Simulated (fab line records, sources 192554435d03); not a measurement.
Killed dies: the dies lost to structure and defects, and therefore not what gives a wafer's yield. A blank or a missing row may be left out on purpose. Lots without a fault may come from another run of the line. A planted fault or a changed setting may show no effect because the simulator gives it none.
fab line records	flow n5-finfet	part 1 of 2: steps 1 to 29 of 42
record lots=5	wafers=15	last-day=18
route steps=1938 shown ZERO_LAYER@5 WELL_APT@20
lots with no fault: from the same line, run without faults
start-h: hours from the record's opening day to when the first of the lot's shown wafers began	wait-h: hours from the lot's prior step to this one	" as in the row above	L1.1+2: several wafers, shown together as one row	- no value present, or no start provided	* or withheld: withheld	< > ~ a bound
route shown NAME@n: a module of which the file shows steps, and the number in the route of the first	usual: mean/standard deviation of fault-free wafers	same: alike in all rows	chamber/n: place in a boat	sites: each site's reading	_std_site: the values' standard deviation	_edge_site: mean of outer sites minus mean of inner sites	radius-mm: for every site, how far away it sits from the centre of the wafer	mask NAME#n: copy n	behind: the most recent tool/chamber to have shaped the wafer	hold: what put the lot on hold/how long, in hours/how the hold closed	device: transistor that didn't switch, given as n, p or np	end of line: the same wafers' tests at the end of the route	a step given without rows: its recipe and nothing more	killed: at the first sort, the dies lost to defects and structure; wafer yield is something else	map: a wafer's dies, x killed, . not, _ none there
set.NAME: setting as actually run; set.NAME@STEP: the setting as run at that earlier step	model.NAME: the simulator's own value behind a step, which no gauge read
lots at selected steps of the route; one table per step, one row per wafer
services: when a tool's chamber went out of use (start-h, in hours from the record's first day, below 0 if earlier), for how many hours, and the reason
## steps
# step N5_ZERO_LAYER_HMDS_04
# recipe time-s=60	temp-c=120
lot.wafer	tool	chamber	start-h	wait-h
L078.1+2+4	litho-track-05	0	36.39	0.1
L083.1+3+4	litho-track-04	0	66.36	0.1
L085.3+4+6	litho-track-05	0	78.37	0.1
L086.2+5+6	litho-track-02	0	84.36	0.1
L096.1+3+5	litho-track-02	0	144.36	0.1
# step N5_ZERO_LAYER_COAT_05
# recipe spin-rpm=1500	resist-thk-nm=1000
lot.wafer	tool	chamber	start-h	wait-h
L078.1+2+4	litho-track-05	0	-	-
L083.1+3+4	litho-track-04	0	-	-
L085.3+4+6	litho-track-05	0	-	-
L086.2+5+6	litho-track-02	0	-	-
L096.1+3+5	litho-track-02	0	-	-
# step N5_ZERO_LAYER_EBR_07
# recipe solvent=PGMEA	ebr-width-mm=1.5
lot.wafer	tool	chamber	start-h	wait-h
L078.1+2+4	litho-track-05	0	-	-
L083.1+3+4	litho-track-04	0	-	-
L085.3+4+6	litho-track-05	0	-	-
L086.2+5+6	litho-track-02	0	-	-
L096.1+3+5	litho-track-02	0	-	-
# step N5_ZERO_LAYER_SOFTBAKE_06
# recipe temp-c=100	time-s=90
lot.wafer	tool	chamber	start-h	wait-h
L078.1+2+4	litho-track-05	0	-	-
L083.1+3+4	litho-track-04	0	-	-
L085.3+4+6	litho-track-05	0	-	-
L086.2+5+6	litho-track-02	0	-	-
L096.1+3+5	litho-track-02	0	-	-
# step N5_ZERO_LAYER_EXPOSE_08
# recipe mask-id=ZERO	na=0.55	source-shape=conventional	sigma-outer=0.8	polarization=unpolarized	defocus-nm=0	target-cd-nm=2000	dose-mj=16.2
lot.wafer	tool	chamber	start-h	wait-h	mask
L078.1+2+4	krf-scanner-01	0	36.50	-	ZERO#0
L083.1+3+4	krf-scanner-02	0	66.59	-	ZERO#0
L085.3+4+6	krf-scanner-01	0	78.49	-	ZERO#0
L086.2+5+6	krf-scanner-01	0	84.48	-	ZERO#0
L096.1+3+5	krf-scanner-01	0	144.46	-	ZERO#0
# step N5_ZERO_LAYER_PEB_09
# recipe peb-temp-c=withheld	peb-time-s=*
# same peb-time-s=*
lot.wafer	tool	chamber	start-h	wait-h
L078.1+2+4	litho-track-04	0	36.55	0.1
L083.1+3+4	litho-track-04	0	66.65	0.1
L085.3+4+6	litho-track-04	0	78.54	0.0
L086.2+5+6	litho-track-02	0	84.53	0.0
L096.1+3+5	litho-track-04	0	144.52	0.1
# step N5_ZERO_LAYER_DEVELOP_10
# recipe develop-time-s=60	rinse-liquid=diw	dry=air-spin	dev-temp-c=21
# same develop-time-s=60
lot.wafer	tool	chamber	start-h	wait-h
L078.1+2+4	litho-track-04	0	-	-
L083.1+3+4	litho-track-04	0	-	-
L085.3+4+6	litho-track-04	0	-	-
L086.2+5+6	litho-track-02	0	-	-
L096.1+3+5	litho-track-04	0	-	-
# step N5_ZERO_LAYER_HARDBAKE_23
# recipe temp-c=130	time-s=120
lot.wafer	tool	chamber	start-h	wait-h
L078.1+2+4	litho-track-04	0	-	-
L083.1+3+4	litho-track-04	0	-	-
L085.3+4+6	litho-track-04	0	-	-
L086.2+5+6	litho-track-02	0	-	-
L096.1+3+5	litho-track-04	0	-	-
# step N5_ZERO_LAYER_CD_MEAS_11
# recipe target-cd-nm=2000	landing-energy-ev=500	detector=se-inlens
# usual cd-nm=2000.3/1.8
lot.wafer	tool	chamber	start-h	wait-h	cd-nm
L078.1	cd-sem-03	0	36.67	-	1999.7
L078.2	"	0	"	"	2003.7
L078.4	"	0	"	"	1998.8
L083.1	cd-sem-01	0	66.77	-	1998.8
L083.3	"	0	"	"	1997.6
L083.4	"	0	"	"	2000.1
L085.3	cd-sem-02	0	78.66	-	2002.4
L085.4	"	0	"	"	1999.1
L085.6	"	0	"	"	2000.9
L086.2	cd-sem-01	0	84.65	-	1998.4
L086.5	"	0	"	"	1999.9
L086.6	"	0	"	"	2000.0
L096.1	cd-sem-01	0	144.64	-	1996.2
L096.3	"	0	"	"	1998.0
L096.5	"	0	"	"	1999.7
# step N5_ZERO_LAYER_DESCUM_16
# recipe chemistry=O2	time-s=7.9	source-power-w=50	bias-power-w=20	pressure-mtorr=20	rf-frequency-hz=2.712e+07	temp-c=40	o2-flow-sccm=225
# usual drypump-motor-current-A=5.8/0.41	o2-flow-sccm=224.9/0.7	oes-product-au=0.78/0.069	rf-vpp-V=243.4/1.4	showerhead-plenum-p-Torr=2.11/0.071	throttle-valve-pct=20.46/0.2
lot.wafer	tool	chamber	start-h	wait-h	drypump-motor-current-A	o2-flow-sccm	oes-product-au	rf-hours-counter-h	rf-vpp-V	showerhead-plenum-p-Torr	throttle-valve-pct
L078.1	rie-diel-05	1	36.97	0.3	5.7	224.4	0.76	134	242.5	2.02	20.81
L078.2	"	0	"	"	5.9	225.2	0.90	32	245.7	2.21	20.34
L078.4	"	1	"	"	5.7	223.5	0.76	-	241.5	2.02	20.81
L083.1	rie-diel-05	2	66.80	0.0	5.6	224.3	0.75	179	244.9	2.16	20.30
L083.3	"	3	"	"	5.6	225.2	0.75	185	244.1	2.18	20.50
L083.4	"	1	"	"	5.7	222.8	0.74	143	243.2	2.01	20.82
L085.3	rie-diel-05	0	78.70	0.0	5.8	222.9	0.88	45	244.4	2.21	20.36
L085.4	"	3	"	"	5.6	224.0	0.74	188	244.9	2.18	20.51
L085.6	"	1	"	"	5.7	224.7	0.75	-	241.4	2.01	20.84
L086.2	rie-diel-01	1	84.69	0.0	6.5	225.6	0.98	12	245.2	2.14	20.22
L086.5	"	0	"	"	6.0	225.2	0.80	-	242.0	2.04	20.75
L086.6	"	2	"	"	6.0	224.9	0.75	-	244.0	2.16	20.41
L096.1	rie-diel-02	2	144.79	0.1	5.0	224.8	0.73	177	242.7	2.07	20.21
L096.3	"	1	"	"	6.2	225.7	0.72	182	245.2	2.17	20.47
L096.5	"	3	"	"	5.9	225.1	0.72	-	243.6	2.00	20.50
# step N5_ZERO_LAYER_ETCH_17
# recipe chemistry=CF4	target=SiO2	target-depth-a=120	time-s=13.3	ion-energy-ev=350	pressure-mtorr=40	source-w=450	bias-w=215	Ar_flow_sccm=100	cf4-flow-sccm=100
# usual drypump-motor-current-A=5.8/0.41	oes-product-au=0.77/0.067	rf-vpp-V=950/4.9	showerhead-plenum-p-Torr=2.16/0.075	throttle-valve-pct=15.68/0.15
lot.wafer	tool	chamber	start-h	wait-h	drypump-motor-current-A	oes-product-au	rf-hours-counter-h	rf-vpp-V	showerhead-plenum-p-Torr	throttle-valve-pct
L078.1	rie-diel-05	1	37.00	0.0	5.7	0.74	134	943	2.07	15.96
L078.2	"	0	"	"	5.9	0.91	32	957	2.26	15.55
L078.4	"	1	"	"	5.7	0.75	-	944	2.07	15.95
L083.1	rie-diel-05	2	66.84	0.0	5.6	0.74	179	954	2.22	15.65
L083.3	"	3	"	"	5.6	0.74	185	954	2.21	15.63
L083.4	"	1	"	"	5.7	0.74	143	944	2.06	15.96
L085.3	rie-diel-05	0	78.73	0.0	5.9	0.88	45	955	2.26	15.61
L085.4	"	3	"	"	5.6	0.72	188	953	2.21	15.66
L085.6	"	1	"	"	5.7	0.74	-	945	2.06	15.99
L086.2	rie-diel-01	1	84.72	0.0	6.5	0.94	12	953	2.18	15.41
L086.5	"	0	"	"	6.0	0.80	-	943	2.07	15.79
L086.6	"	2	"	"	6.0	0.75	-	954	2.23	15.83
L096.1	rie-diel-02	2	144.83	0.0	4.9	0.74	177	948	2.13	15.53
L096.3	"	1	"	"	6.2	0.73	182	954	2.22	15.71
L096.5	"	3	"	"	5.9	0.70	-	941	2.04	15.72
# step N5_ZERO_LAYER_ETCH_18
# recipe chemistry=HBr/Cl2	target=Si	target-depth-a=1200	time-s=40	pressure-mtorr=10	icp-w=800	bias-w=75	HBr_flow_sccm=150	Cl2_flow_sccm=80
# usual drypump-motor-current-A=5.85/0.28	oes-product-au=1.001/0.017	throttle-valve-pct=36.3/0.48
lot.wafer	tool	chamber	start-h	wait-h	drypump-motor-current-A	oes-product-au	rf-hours-counter-h	throttle-valve-pct
L078.1	rie-si-04	1	37.07	0.0	5.92	0.969	65	36.3
L078.2	"	3	"	"	6.03	1.007	49	36.3
L078.4	"	0	"	"	6.53	1.010	0	36.6
L083.1	rie-si-03	3	66.91	0.0	6.07	0.983	2	36.2
L083.3	"	0	"	"	5.97	1.028	27	36.6
L083.4	"	2	"	"	5.50	1.004	57	35.3
L085.3	rie-si-03	0	78.80	0.0	6.02	1.029	27	36.6
L085.4	"	1	"	"	5.70	1.004	6	36.5
L085.6	"	1	"	"	5.67	1.007	-	36.6
L086.2	rie-si-02	2	84.79	0.0	5.22	1.003	7	36.5
L086.5	"	3	"	"	5.67	1.005	-	35.8
L086.6	"	0	"	"	5.66	1.008	-	37.0
L096.1	rie-si-03	1	144.90	0.0	5.69	1.006	7	36.6
L096.3	"	0	"	"	6.04	1.040	28	36.6
L096.5	"	3	"	"	6.05	0.992	-	36.2
# step N5_ZERO_LAYER_STRIP_24
# recipe chemistry=O2	power-w=1000	temp-c=250	overash-fraction=0.3	pressure-mtorr=1000	o2-flow-sccm=6750
# usual drypump-motor-current-A=5.76/0.096	heater-power-w=300/11	o2-flow-sccm=6751/20	oes-product-au=0.647/0.0045	strip-time-to-endpoint-s=43.83/0.097
lot.wafer	tool	chamber	start-h	wait-h	drypump-motor-current-A	heater-power-w	o2-flow-sccm	oes-product-au	rf-hours-counter-h	strip-time-to-endpoint-s
L078.1	plasma-asher-01	0	37.18	0.1	5.84	300	6785	0.641	27	43.81
L078.2	"	1	"	"	5.66	295	6741	0.639	27	43.70
L078.4	"	0	"	"	5.83	298	6782	0.649	-	43.71
L083.1	plasma-asher-01	0	67.02	0.1	5.82	299	6730	0.648	33	43.96
L083.3	"	0	"	"	5.81	317	6750	0.653	-	43.94
L083.4	"	1	"	"	5.66	308	6764	0.650	-	43.99
L085.3	plasma-asher-01	0	78.93	0.1	5.81	303	6700	0.654	-	43.69
L085.4	"	1	"	"	5.68	301	6793	0.646	-	43.78
L085.6	"	1	"	"	5.67	305	6775	0.642	-	43.80
L086.2	plasma-asher-01	1	84.90	0.1	5.67	300	6731	0.642	36	43.79
L086.5	"	1	"	"	5.72	305	6757	0.647	-	43.90
L086.6	"	0	"	"	5.83	314	6756	0.647	-	43.89
L096.1	plasma-asher-02	0	145.01	0.1	5.68	275	6765	0.654	104	43.77
L096.3	"	0	"	"	5.67	273	6748	0.648	-	43.76
L096.5	"	1	"	"	5.96	297	6757	0.652	-	43.82
# step N5_ZERO_LAYER_STRIP_19
# recipe chemistry=SPM	time-s=900	temp-c=130	h2so4-h2o2-vol-ratio=4	dry=ipa-marangoni
# usual bath-heat-duty-pct=15.1/1.5
lot.wafer	tool	chamber	start-h	wait-h	bath-heat-duty-pct
L078.1	wet-bench-01	4	37.27	0.1	14.2
L078.2	"	3	"	"	14.8
L078.4	"	7	"	"	16.9
L083.1	wet-bench-02	2	67.10	0.1	14.9
L083.3	"	0	"	"	17.9
L083.4	"	4	"	"	11.7
L085.3	wet-bench-01	5	79.00	0.0	15.3
L085.4	"	3	"	"	15.3
L085.6	"	4	"	"	14.7
L086.2	wet-bench-01	4	84.99	0.1	14.8
L086.5	"	5	"	"	16.0
L086.6	"	0	"	"	11.3
L096.1	wet-bench-03	3	145.10	0.1	17.4
L096.3	"	2	"	"	15.4
L096.5	"	0	"	"	15.5
# step N5_ZERO_LAYER_INSPECT_20
# recipe inspect-instrument=darkfield	mode=post-clean
# usual raw-defect-count=38/18
lot.wafer	tool	chamber	start-h	wait-h	raw-defect-count
L078.1	defect-inspect-02	-	37.54	0.0	17
L078.2	"	-	"	"	26
L078.4	"	-	"	"	50
L083.1	defect-inspect-02	-	67.38	0.0	41
L083.3	"	-	"	"	44
L083.4	"	-	"	"	34
L085.3	defect-inspect-02	-	79.27	0.0	56
L085.4	"	-	"	"	83
L085.6	"	-	"	"	58
L086.2	defect-inspect-02	-	85.26	0.0	14
L086.5	"	-	"	"	19
L086.6	"	-	"	"	24
L096.1	defect-inspect-01	-	145.37	0.0	54
L096.3	"	-	"	"	61
L096.5	"	-	"	"	59
# step N5_WELL_APT_HMDS_01
# recipe time-s=60	temp-c=120
lot.wafer	tool	chamber	start-h	wait-h
L078.1+2+4	litho-track-03	0	37.57	0.0
L083.1+3+4	litho-track-04	0	67.41	0.0
L085.3+4+6	litho-track-01	0	79.30	0.0
L086.2+5+6	litho-track-03	0	85.29	0.0
L096.1+3+5	litho-track-01	0	145.41	0.0
# step N5_WELL_APT_COAT_02
# recipe spin-rpm=1357	resist-thk-nm=950
lot.wafer	tool	chamber	start-h	wait-h
L078.1+2+4	litho-track-03	0	-	-
L083.1+3+4	litho-track-04	0	-	-
L085.3+4+6	litho-track-01	0	-	-
L086.2+5+6	litho-track-03	0	-	-
L096.1+3+5	litho-track-01	0	-	-
# step N5_WELL_APT_EBR_04
# recipe solvent=PGMEA	ebr-width-mm=1.5
lot.wafer	tool	chamber	start-h	wait-h
L078.1+2+4	litho-track-03	0	-	-
L083.1+3+4	litho-track-04	0	-	-
L085.3+4+6	litho-track-01	0	-	-
L086.2+5+6	litho-track-03	0	-	-
L096.1+3+5	litho-track-01	0	-	-
# step N5_WELL_APT_SOFTBAKE_03
# recipe temp-c=130	time-s=60
lot.wafer	tool	chamber	start-h	wait-h
L078.1+2+4	litho-track-03	0	-	-
L083.1+3+4	litho-track-04	0	-	-
L085.3+4+6	litho-track-01	0	-	-
L086.2+5+6	litho-track-03	0	-	-
L096.1+3+5	litho-track-01	0	-	-
# step N5_WELL_APT_EXPOSE_05
# recipe mask-id=NWELL	na=0.8	source-shape=conventional	sigma-outer=0.8	polarization=unpolarized	defocus-nm=0	target-cd-nm=200	dose-mj=20.3
lot.wafer	tool	chamber	start-h	wait-h	mask
L078.1+2+4	krf-scanner-01	0	37.80	-	NWELL#0
L083.1+3+4	krf-scanner-02	0	67.63	-	NWELL#0
L085.3+4+6	krf-scanner-02	0	79.41	-	NWELL#0
L086.2+5+6	krf-scanner-01	0	85.52	-	NWELL#0
L096.1+3+5	krf-scanner-02	0	145.63	-	NWELL#0
# step N5_WELL_APT_PEB_06
# recipe peb-temp-c=130	peb-time-s=90
# same peb-time-s=90
lot.wafer	tool	chamber	start-h	wait-h
L078.1+2+4	litho-track-04	0	37.85	0.1
L083.1+3+4	litho-track-01	0	67.69	0.1
L085.3+4+6	litho-track-03	0	79.46	0.0
L086.2+5+6	litho-track-04	0	85.57	0.0
L096.1+3+5	litho-track-01	0	145.69	0.1
# step N5_WELL_APT_DEVELOP_07
# recipe develop-time-s=45	rinse-liquid=surfactant-rinse	dry=air-spin	dev-temp-c=21
# same develop-time-s=45
lot.wafer	tool	chamber	start-h	wait-h
L078.1+2+4	litho-track-04	0	-	-
L083.1+3+4	litho-track-01	0	-	-
L085.3+4+6	litho-track-03	0	-	-
L086.2+5+6	litho-track-04	0	-	-
L096.1+3+5	litho-track-01	0	-	-
# step N5_WELL_APT_HARDBAKE_12
# recipe temp-c=130	time-s=120
lot.wafer	tool	chamber	start-h	wait-h
L078.1+2+4	litho-track-04	0	-	-
L083.1+3+4	litho-track-01	0	-	-
L085.3+4+6	litho-track-03	0	-	-
L086.2+5+6	litho-track-04	0	-	-
L096.1+3+5	litho-track-01	0	-	-
# step N5_WELL_APT_CD_MEAS_08
# recipe target-cd-nm=200	landing-energy-ev=500	detector=se-inlens
# usual cd-nm=200.3/1.7
lot.wafer	tool	chamber	start-h	wait-h	cd-nm
L078.1	cd-sem-01	0	37.97	-	199.8
L078.2	"	0	"	"	201.2
L078.4	"	0	"	"	201.4
L083.1	cd-sem-02	0	67.81	-	199.4
L083.3	"	0	"	"	201.1
L083.4	"	0	"	"	198.9
L085.3	cd-sem-03	0	79.58	-	199.8
L085.4	"	0	"	"	199.3
L085.6	"	0	"	"	196.9
L086.2	cd-sem-03	0	85.69	-	201.8
L086.5	"	0	"	"	198.7
L086.6	"	0	"	"	200.5
L096.1	cd-sem-03	0	145.80	-	200.1
L096.3	"	0	"	"	198.9
L096.5	"	0	"	"	198.1
# step N5_WELL_APT_OVL_MEAS_09
# recipe points-per-wafer=44
# usual NWELL_OVL=2/4.9
lot.wafer	tool	chamber	start-h	wait-h	NWELL_OVL[nm]
L078.1	overlay-01	0	38.00	0.0	-2
L078.2	"	0	"	"	0
L078.4	"	0	"	"	-7
L083.1	overlay-01	0	67.84	0.0	3
L083.3	"	0	"	"	1
L083.4	"	0	"	"	5
L085.3	overlay-01	0	79.60	0.0	0
L085.4	"	0	"	"	2
L085.6	"	0	"	"	3
L086.2	overlay-01	0	85.72	0.0	5
L086.5	"	0	"	"	4
L086.6	"	0	"	"	5
L096.1	overlay-02	0	145.83	0.0	9
L096.3	"	0	"	"	7
L096.5	"	0	"	"	8
# step N5_WELL_APT_INSPECT_10
# recipe mode=adi	inspect-instrument=macro
# usual raw-defect-count=2.0/1.5
lot.wafer	tool	chamber	start-h	wait-h	raw-defect-count
L078.1	defect-inspect-02	-	38.02	0.0	1
L078.2	"	-	"	"	1
L078.4	"	-	"	"	6
L083.1	defect-inspect-02	-	67.86	0.0	2
L083.3	"	-	"	"	1
L083.4	"	-	"	"	3
L085.3	defect-inspect-01	-	79.63	0.0	4
L085.4	"	-	"	"	7
L085.6	"	-	"	"	4
L086.2	defect-inspect-01	-	85.74	0.0	1
L086.5	"	-	"	"	4
L086.6	"	-	"	"	2
L096.1	defect-inspect-02	-	145.86	0.0	2
L096.3	"	-	"	"	0
L096.5	"	-	"	"	1
# step N5_WELL_APT_DESCUM_13
# recipe chemistry=O2	time-s=7.9	source-power-w=50	bias-power-w=20	pressure-mtorr=20	rf-frequency-hz=2.712e+07	temp-c=40	o2-flow-sccm=225
# usual drypump-motor-current-A=5.6/0.64	o2-flow-sccm=225.0/0.63	oes-product-au=0.80/0.1	rf-vpp-V=242.4/1	showerhead-plenum-p-Torr=2.04/0.05	throttle-valve-pct=20.48/0.2
lot.wafer	tool	chamber	start-h	wait-h	drypump-motor-current-A	o2-flow-sccm	oes-product-au	rf-hours-counter-h	rf-vpp-V	showerhead-plenum-p-Torr	throttle-valve-pct
L078.1	rie-diel-04	2	38.06	0.0	5.8	224.9	0.73	172	243.4	2.07	20.45
L078.2	"	1	"	"	6.1	225.7	0.99	1	243.9	2.07	20.27
L078.4	"	3	"	"	5.6	225.1	0.96	10	242.6	2.08	20.64
L083.1	rie-diel-03	3	67.92	0.1	6.5	224.6	0.68	242	240.7	1.97	20.50
L083.3	"	2	"	"	4.8	226.7	0.69	251	242.2	2.08	20.49
L083.4	"	1	"	"	6.6	223.7	0.71	-	242.0	1.98	20.55
L085.3	rie-diel-04	1	79.67	0.0	6.1	224.9	0.92	17	242.3	2.07	20.30
L085.4	"	2	"	"	5.8	224.7	0.72	188	243.3	2.06	20.46
L085.6	"	3	"	"	5.7	223.9	0.93	-	243.0	2.07	20.66
L086.2	rie-diel-04	3	85.83	0.1	5.6	224.3	0.91	30	242.3	2.07	20.68
L086.5	"	1	"	"	6.1	225.0	0.92	-	242.1	2.07	20.31
L086.6	"	0	"	"	5.5	224.7	0.78	-	242.0	2.01	20.36
L096.1	rie-diel-06	1	145.89	0.0	4.8	225.5	0.84	82	242.6	2.01	20.32
L096.3	"	2	"	"	5.4	225.2	0.72	211	242.0	1.98	20.55
L096.5	"	0	"	"	5.1	225.7	0.86	-	242.3	2.03	20.36
# step N5_WELL_APT_IMPLANT_14
# recipe species=P	energy-kev=160	dose-cm2=1.5e+13	tilt-deg=0	rotation-deg=0
# usual faraday-current-uA=190/3.8
lot.wafer	tool	chamber	start-h	wait-h	faraday-current-uA
L078.1	implanter-01	0	38.16	0.1	197
L078.2	"	0	"	"	187
L078.4	"	0	"	"	189
L083.1	implanter-01	0	68.02	0.1	191
L083.3	"	0	"	"	190
L083.4	"	0	"	"	188
L085.3	implanter-02	0	79.83	0.1	192
L085.4	"	0	"	"	186
L085.6	"	0	"	"	193
L086.2	implanter-01	0	85.95	0.1	185
L086.5	"	0	"	"	189
L086.6	"	0	"	"	197
L096.1	implanter-01	0	145.99	0.1	186
L096.3	"	0	"	"	189
L096.5	"	0	"	"	195
# step N5_WELL_APT_IMPLANT_15
# recipe species=As	energy-kev=25	dose-cm2=1.5e+13	tilt-deg=0	rotation-deg=0
# usual faraday-current-uA=190/3.8
lot.wafer	tool	chamber	start-h	wait-h	faraday-current-uA
L078.1	implanter-01	0	38.34	0.1	200
L078.2	"	0	"	"	188
L078.4	"	0	"	"	191
L083.1	implanter-01	0	68.20	0.1	188
L083.3	"	0	"	"	188
L083.4	"	0	"	"	188
L085.3	implanter-02	0	80.01	0.1	187
L085.4	"	0	"	"	187
L085.6	"	0	"	"	191
L086.2	implanter-01	0	86.13	0.1	189
L086.5	"	0	"	"	202
L086.6	"	0	"	"	192
L096.1	implanter-01	0	146.17	0.1	191
L096.3	"	0	"	"	189
L096.5	"	0	"	"	197
